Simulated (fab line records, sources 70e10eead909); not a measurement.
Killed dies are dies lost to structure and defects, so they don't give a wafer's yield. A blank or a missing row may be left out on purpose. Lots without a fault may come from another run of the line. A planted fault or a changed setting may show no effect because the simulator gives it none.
fab line records | flow nand_harc
record lots=15 wafers=45 last_day=34
route steps=1302 shown A_M0@1148
lots that met no fault: from a run of the same line without faults
start_h: hours from the record's first day to the start of the lot's first wafer shown | wait_h: hours since the lot's step before | " the same as in the row above | L1.1+2: a row that stands for several wafers | - no value, or no start given | * or withheld: withheld | < > ~ a bound
route shown NAME@n: a module of which the file shows steps, and the number in the route of the first | usual: mean/standard deviation of fault-free wafers | same: alike in all rows | chamber/n: place in a boat | sites: the reading at each site | _std_site: their standard deviation | _edge_site: outer sites' mean less inner sites' | radius_mm: how far each site lies from the wafer's centre | mask NAME#n: copy n | behind: the tool/chamber that last shaped the wafer | hold: why the lot was held/for how many hours/how that ended | device: the transistor (n, p or np) that didn't switch | end of line: the same wafers' tests at the end of the route | a step without rows: its recipe alone | killed: dies lost to structure and defects at the first sort, not the wafer's yield | map: a wafer's dies, x killed, . not, _ none there
set.NAME: the setting as run; set.NAME@STEP: as run at that earlier step | model.NAME: the simulator's own value behind a step, which no gauge read
steps of the route over a sample of lots; a table a step, a row a wafer
services: from which hour (start_h, from the record's first day; less than 0 if before it) a tool's chamber was out of use, for how many hours, and why
## steps
# step NHARC_A_M0_OVL_MEAS_10
# recipe pitch_nm=160
# usual overlay_x_nm=-0.1/0.74 overlay_y_nm=-0.3/0.82
# columns lot.wafer tool chamber start_h wait_h overlay_x_nm overlay_y_nm
L983.2 overlay-01 - 524.95 - 1.1 -0.3
L983.3 " - " " 0.4 0.2
L983.6 " - " " 0.8 0.2
L984.1 overlay-02 - 540.65 - 0.2 -0.1
L984.4 " - " " 0.1 0.3
L984.6 " - " " 0.3 -0.1
L986.1 overlay-01 - 552.02 - -1.3 0.3
L986.5 " - " " -1.7 -0.4
L986.6 " - " " -1.1 0.4
L988.2 overlay-01 - 557.31 - -1.1 -0.9
L988.3 " - " " -1.1 -1.5
L988.6 " - " " -1.0 -0.8
L991.2 overlay-02 - 598.24 - -0.1 -1.8
L991.3 " - " " -0.5 -1.3
L991.6 " - " " 0.1 -1.2
L990.1 overlay-01 - 614.47 - 0.5 0.1
L990.3 " - " " -0.2 0.6
L990.5 " - " " -0.1 0.6
L993.1 overlay-02 - 632.47 - -0.1 0.5
L993.2 " - " " -0.5 0.6
L993.6 " - " " -0.1 0.8
L994.1 overlay-02 - 636.69 - -1.5 0.4
L994.2 " - " " -0.9 0.6
L994.3 " - " " -1.0 0.0
L995.1 overlay-01 - 649.46 - -0.1 1.0
L995.2 " - " " 0.4 0.4
L995.5 " - " " 0.5 1.0
L996.3 overlay-01 - 655.39 - 1.0 -1.3
L996.5 " - " " 1.0 -1.4
L996.6 " - " " 0.8 -1.0
L997.1 overlay-01 - 664.70 - -0.2 -0.4
L997.5 " - " " -0.1 -0.2
L997.6 " - " " 0.2 0.1
L999.1 overlay-01 - 686.33 - 0.8 -1.1
L999.2 " - " " 1.0 -0.3
L999.5 " - " " 1.1 -0.5
L101.1 overlay-01 - 709.05 - 0.5 -0.9
L101.3 " - " " 1.5 -1.3
L101.4 " - " " 0.2 -1.6
L105.2 overlay-01 - 747.88 - -1.0 0.1
L105.3 " - " " -0.1 -0.5
L105.6 " - " " 0.0 -0.3
L106.3 overlay-02 - 771.57 - 0.0 -0.6
L106.5 " - " " -0.3 -1.0
L106.6 " - " " -0.4 -0.8
# step NHARC_A_M0_ETCH_34
# recipe target_depth_a=400 overetch_a=120 time_s=43.94 ion_energy_ev=200 n2_flow_sccm=150 h2_flow_sccm=150 ar_flow_sccm=0 rf_w=400 bias_w=150 chemistry=N2/H2
# usual bias_w=150.1/0.4 chamber_pressure_mTorr=30.000/0.028 drypump_motor_current_A=6.0/0.54 oes_product_au=0.999/0.011 rf_vpp_V=430.8/2.2 showerhead_plenum_p_Torr=2.05/0.069 throttle_valve_pct=14.173/0.0091
# columns lot.wafer tool chamber start_h wait_h bias_w chamber_pressure_mTorr drypump_motor_current_A oes_product_au rf_hours_counter_h rf_vpp_V showerhead_plenum_p_Torr throttle_valve_pct
L983.2 rie_diel-08 3 525.13 0.1 149.7 29.985 6.6 1.008 9.1 428.1 1.98 14.174
L983.3 " 1 " " 150.0 30.032 5.4 0.976 9.5 429.7 2.03 14.179
L983.6 " 3 " " 149.0 29.983 6.6 1.004 - 429.9 1.98 14.172
L984.1 rie_diel-13 0 540.85 0.1 150.3 29.973 6.2 1.011 0.2 428.3 2.02 14.165
L984.4 " 1 " " 149.7 30.031 4.8 1.002 0.1 432.2 2.12 14.180
L984.6 " 3 " " 150.7 30.017 6.1 1.004 - 431.6 2.07 14.171
L986.1 rie_diel-01 0 552.20 0.1 149.5 30.013 5.9 0.986 7.8 428.2 1.92 14.166
L986.6 " 0 " " 150.2 30.001 5.9 0.987 - 426.9 1.92 14.168
L986.5 " 1 " " 150.2 29.968 5.4 0.990 - 435.0 2.18 14.178
L988.2 rie_diel-13 0 557.50 0.1 149.8 30.026 6.3 1.006 1.3 429.3 2.02 14.169
L988.3 " 3 " " 150.6 30.021 6.1 1.011 1.4 430.8 2.07 14.171
L988.6 " 0 " " 149.1 30.031 6.3 0.998 - 430.5 2.02 14.172
L991.2 rie_diel-13 3 598.43 0.1 150.4 30.004 6.1 0.993 2.8 431.5 2.07 14.164
L991.3 " 0 " " 150.7 30.038 6.2 1.004 2.5 430.4 2.02 14.177
L991.6 " 3 " " 150.1 30.005 6.1 1.003 - 432.2 2.07 14.172
L990.1 rie_diel-01 0 614.65 0.1 150.1 30.005 5.9 0.987 1.8 427.2 1.92 14.166
L990.3 " 1 " " 150.1 29.984 5.4 0.993 2.0 435.5 2.18 14.184
L990.5 " 1 " " 149.8 30.063 5.4 0.982 - 434.7 2.18 14.152
L993.1 rie_diel-01 0 632.66 0.1 149.5 29.930 5.9 1.006 2.7 426.5 1.92 14.185
L993.2 " 2 " " 150.4 30.005 6.8 0.978 3.7 430.7 2.03 14.174
L993.6 " 1 " " 149.8 30.030 5.4 0.998 - 433.6 2.18 14.169
L994.3 rie_diel-08 0 636.87 0.1 149.9 29.979 6.3 1.012 4.2 429.8 1.98 14.171
L994.2 " 2 " " 150.2 29.988 5.8 0.998 3.0 432.9 2.17 14.175
L994.1 " 3 " " 149.9 30.034 6.6 1.013 3.6 427.9 1.98 14.177
L995.1 rie_diel-13 2 649.64 0.1 150.7 30.011 6.5 1.013 5.1 432.0 2.04 14.178
L995.2 " 1 " " 149.8 29.968 4.8 0.987 4.2 433.1 2.12 14.165
L995.5 " 3 " " 149.9 29.985 6.1 1.011 - 430.1 2.07 14.165
L996.3 rie_diel-13 0 655.58 0.1 - - - - - - - -
L996.5 " 2 " " - - - - - - - -
L996.6 " 3 " " - - - - - - - -
L997.1 rie_diel-13 0 664.90 0.1 - - - - - - - -
L997.6 " 0 " " - - - - - - - -
L997.5 " 2 " " - - - - - - - -
L999.2 rie_diel-13 3 686.52 0.1 - - - - - - - -
L999.1 " 0 " " - - - - - - - -
L999.5 " 3 " " - - - - - - - -
L101.1 rie_diel-01 0 709.23 0.1 150.0 30.007 5.9 1.010 6.0 425.5 1.92 14.182
L101.3 " 1 " " 149.7 29.997 5.4 1.000 6.4 435.2 2.18 14.182
L101.4 " 3 " " 150.1 30.022 5.6 1.004 6.5 432.0 2.11 14.160
L105.2 rie_diel-08 3 748.06 0.1 150.7 30.000 6.6 0.998 1.0 429.3 1.98 14.168
L105.3 " 1 " " 150.0 29.970 5.4 0.980 0.7 428.4 2.02 14.163
L105.6 " 3 " " 150.3 30.015 6.6 0.995 - 428.5 1.98 14.183
L106.3 rie_diel-13 2 771.75 0.1 149.8 30.023 6.5 0.987 3.6 430.3 2.04 14.192
L106.5 " 2 " " 149.9 30.008 6.4 0.987 - 432.5 2.04 14.180
L106.6 " 3 " " 150.1 29.983 6.1 1.008 - 432.7 2.07 14.166
# step NHARC_A_M0_PVD_20
# recipe target_thk_a=50 bias_v=168.6 power_w=15000 chamber_pressure_pa=0.12 time_s=8.06 substrate_temp_c=50 material=TaN
# usual substrate_temp_c=49.99/0.12 throttle_valve_pct=30.8/1.3
# columns lot.wafer tool chamber start_h wait_h substrate_temp_c throttle_valve_pct
L983.2 pvd_sputter-01 - - - 49.98 31.0
L983.3 " - " " 50.09 30.0
L983.6 " - " " 50.12 30.7
L984.1 pvd_sputter-01 - - - 50.16 31.0
L984.4 " - " " 50.01 31.0
L984.6 " - " " 50.04 30.7
L986.1 pvd_sputter-02 - - - 49.99 31.0
L986.5 " - " " 50.03 33.0
L986.6 " - " " 49.89 31.3
L988.2 pvd_sputter-02 - - - 49.93 28.7
L988.3 " - " " 49.82 33.0
L988.6 " - " " 49.84 32.9
L991.2 pvd_sputter-02 - - - 50.05 33.1
L991.3 " - " " 49.99 30.8
L991.6 " - " " 50.12 33.0
L990.3 pvd_sputter-02 - - - 49.83 28.6
L990.1 " - " " 50.01 33.0
L990.5 " - " " 50.16 32.8
L993.1 pvd_sputter-02 - - - 50.00 31.1
L993.2 " - " " 50.24 33.0
L993.6 " - " " 49.92 31.2
L994.1 pvd_sputter-03 - - - 50.01 29.8
L994.2 " - " " 50.18 29.4
L994.3 " - " " 49.98 28.8
L995.1 pvd_sputter-02 - - - 50.02 32.0
L995.2 " - " " 49.93 31.6
L995.5 " - " " 49.94 31.5
L996.3 pvd_sputter-01 - - - 50.16 30.1
L996.5 " - " " 50.00 31.5
L996.6 " - " " 50.05 30.1
L997.1 pvd_sputter-02 - - - 49.98 31.6
L997.6 " - " " 49.81 32.6
L997.5 " - " " 49.92 31.6
L999.2 pvd_sputter-02 - - - 50.06 32.7
L999.1 " - " " 49.93 31.6
L999.5 " - " " 50.13 29.0
L101.4 pvd_sputter-01 - - - 50.14 31.7
L101.3 " - " " 49.98 29.9
L101.1 " - " " 49.96 30.6
L105.3 pvd_sputter-01 - - - 49.91 30.7
L105.2 " - " " 49.95 30.2
L105.6 " - " " 49.95 31.7
L106.3 pvd_sputter-02 - - - 50.02 32.5
L106.5 " - " " 49.79 29.3
L106.6 " - " " 50.29 32.4
# step NHARC_A_M0_ANNEAL_30
# recipe temp_c=225 time_s=90
# usual anneal_temp_c_max=225.90/0.3 wafer_temp_C_max=226.4/0.45
# columns lot.wafer tool chamber start_h wait_h anneal_temp_c_max wafer_temp_C_max
L983.2 rtp_anneal-02 0 526.90 0.4 225.70 226.1
L983.3 " 0 " " 225.70 227.3
L983.6 " 0 " " 225.89 226.3
L984.1 rtp_anneal-01 0 542.42 0.3 225.98 226.2
L984.4 " 0 " " 225.98 226.0
L984.6 " 0 " " 226.15 226.1
L986.1 rtp_anneal-02 0 553.77 - 225.75 227.5
L986.5 " 0 " " 225.79 226.7
L986.6 " 0 " " 225.71 226.3
L988.2 rtp_anneal-02 0 559.38 0.5 225.51 226.5
L988.3 " 0 " " 225.71 226.7
L988.6 " 0 " " 225.65 226.6
L991.2 rtp_anneal-01 0 600.29 - 226.14 226.0
L991.3 " 0 " " 226.16 226.0
L991.6 " 0 " " 225.93 226.0
L990.1 rtp_anneal-01 0 616.23 0.3 226.73 225.8
L990.3 " 0 " " 226.01 226.5
L990.5 " 0 " " 226.17 226.1
L993.1 rtp_anneal-02 0 634.23 0.3 225.86 227.4
L993.2 " 0 " " 225.71 226.5
L993.6 " 0 " " 225.67 227.0
L994.1 rtp_anneal-02 0 638.45 - 225.84 226.4
L994.2 " 0 " " 225.35 226.5
L994.3 " 0 " " 225.59 226.5
L995.1 rtp_anneal-01 0 651.21 - 226.35 226.4
L995.2 " 0 " " 225.95 226.4
L995.5 " 0 " " 226.09 226.0
L996.3 rtp_anneal-02 0 657.54 - 225.42 226.7
L996.5 " 0 " " 225.42 226.3
L996.6 " 0 " " 225.63 226.8
L997.1 rtp_anneal-01 0 666.49 0.3 226.01 225.7
L997.5 " 0 " " 226.42 226.1
L997.6 " 0 " " 226.23 226.1
L999.1 rtp_anneal-02 0 688.15 0.4 225.71 226.9
L999.2 " 0 " " 225.45 226.6
L999.5 " 0 " " 225.80 227.0
L101.1 rtp_anneal-01 0 710.81 - 226.31 226.1
L101.3 " 0 " " 225.86 225.9
L101.4 " 0 " " 225.93 226.0
L105.2 rtp_anneal-01 0 749.68 0.4 226.09 226.3
L105.3 " 0 " " 225.95 226.3
L105.6 " 0 " " 226.22 226.2
L106.3 rtp_anneal-01 0 773.45 - 226.20 226.0
L106.5 " 0 " " 225.63 226.0
L106.6 " 0 " " 226.16 225.8
## services
# columns tool chamber start_h hours kind
rie_diel-01 - 516.90 0.6 repair
rie_diel-13 - 519.00 9.0 pm
pvd_sputter-01 - 519.07 3.4 repair
rie_diel-01 3 520.09 11.7 repair
pvd_sputter-03 - 526.44 10.0 pm
rie_diel-08 - 544.94 9.0 pm
rie_diel-01 - 557.80 9.0 pm
rie_diel-13 0 580.81 4.5 repair
pvd_sputter-01 - 582.07 10.0 pm
rie_diel-08 2 591.11 4.6 repair
pvd_sputter-03 - 603.94 1.4 repair
rie_diel-13 - 605.22 0.2 repair
rie_diel-13 1 619.92 8.9 repair
pvd_sputter-02 - 638.04 10.0 pm
rie_diel-13 1 662.65 11.8 repair
rie_diel-13 3 672.05 7.4 repair
rie_diel-08 3 672.20 3.0 repair
rie_diel-13 - 696.00 9.0 pm
pvd_sputter-03 - 704.44 10.0 pm
rie_diel-08 - 721.98 9.0 pm
rie_diel-01 - 734.80 9.0 pm
rtp_anneal-02 - 744.00 12.0 pm
pvd_sputter-01 - 760.07 10.0 pm
pvd_sputter-03 - 762.56 12.1 repair
## key
first_sign step=NHARC_A_M0_ETCH_34 reading=tool_record direction=missing
effect none on later readings
met_at NHARC_A_M0_ETCH_34
struck_lots L996,L997,L999
later_rows_left_out L996.3,L996.5,L996.6,L997.1,L997.5,L997.6,L999.1,L999.2,L999.5
sort_left_out L996.3,L996.5,L996.6,L997.1,L997.5,L997.6,L999.1,L999.2,L999.5
not_acting_at NHARC_A_M0_OVL_MEAS_10,NHARC_A_M0_PVD_20,NHARC_A_M0_ANNEAL_30
onset_between 649.64 655.58
fault kind=skipped_step_whole tool=rie_diel-13 chamber=- onset_h=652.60 steps=NHARC_A_M0_ETCH_34 scope=struck_lots_only
# sort_left_out: the simulated sort isn't trusted on such a fault, so these wafers' sort isn't shown, and their yield isn't known
# later_rows_left_out: the simulator's readings of these wafers behind a module that went badly wrong aren't trusted and aren't shown, but for the sort
